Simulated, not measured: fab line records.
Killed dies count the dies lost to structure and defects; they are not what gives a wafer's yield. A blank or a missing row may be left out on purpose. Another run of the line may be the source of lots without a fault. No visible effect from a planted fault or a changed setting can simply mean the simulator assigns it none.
Which tool did it? | flow nandHarc | 6 lots, 18 wafers sampled, at 3 steps of a route of 1302

== WHAT THE GAUGES READ, wafer by wafer ==
NHARC_A_BONDPAD_THK_MEAS_20: measures by xrf.
lot  | measured     | on           | thkNm (nm)
L115 | day 24 01:15 | filmMetro-02 | 170.1 168.6 168.7
L117 | day 25 00:27 | filmMetro-01 | 170.3 172.4 170.1
L120 | day 25 16:50 | filmMetro-02 | 171.8 170.0 170.7
L129 | day 29 13:14 | filmMetro-02 | 168.9 168.5 171.4
L134 | day 32 06:10 | filmMetro-02 | 170.2 169.5 171.6
L136 | day 32 23:20 | filmMetro-01 | 169.8 170.3 169.6

== EACH LOT AND THE TOOL THAT RAN IT (in order: tool; ch and the chambers of the sampled wafers; start) ==
lot  | NHARC_A_M1_ECD_22             | NHARC_A_BONDPAD_ETCH_24
L115 | ecdCu-01 ch 0,1, day 23 19:20 | rieDiel-04 ch 0,3, day 24 01:15 or earlier
L117 | ecdCu-01 ch 0,1, day 24 18:43 | rieDiel-10 ch 0,1,2, day 25 00:27 or earlier
L120 | ecdCu-02 ch 0,1, day 25 11:20 | rieDiel-04 ch 1,2,3, day 25 16:50 or earlier
L129 | ecdCu-01 ch 0,1, day 29 07:35 | rieDiel-04 ch 0,1,2, day 29 13:14 or earlier
L134 | ecdCu-02 ch 0,1, day 32 00:27 | rieDiel-04 ch 1,3, day 32 06:10 or earlier
L136 | ecdCu-02 ch 1, day 32 17:29   | rieDiel-10 ch 0,2, day 32 23:20 or earlier
- NHARC_A_M1_ECD_22: material Cu, target thk 400 nm.
- NHARC_A_BONDPAD_ETCH_24: etches the open film in CF4/N2, target depth 30 nm, time 72.99 s.

== THE ANSWER, worked out from the rows above alone ==
Rule: the lots themselves supply what counts as usual. The widest of any qualifying gaps counts: lots, ordered by their means at a reading, are off when they make up no more than a third of the lots, leave a main group of 4 or more, and stand apart from it by 3 or more times the standard deviation of that group's means. A main group is skipped when, at the precision printed for the reading in the tables above, its means are all equal. A lot without any number at a reading at which 4 lots or more have one is off too. All remaining lots with rows at the step are treated as sound.
None of the lots is off at any reading shown; this tells nothing.

== WHAT WAS PUT IN BY THE SIMULATOR ==
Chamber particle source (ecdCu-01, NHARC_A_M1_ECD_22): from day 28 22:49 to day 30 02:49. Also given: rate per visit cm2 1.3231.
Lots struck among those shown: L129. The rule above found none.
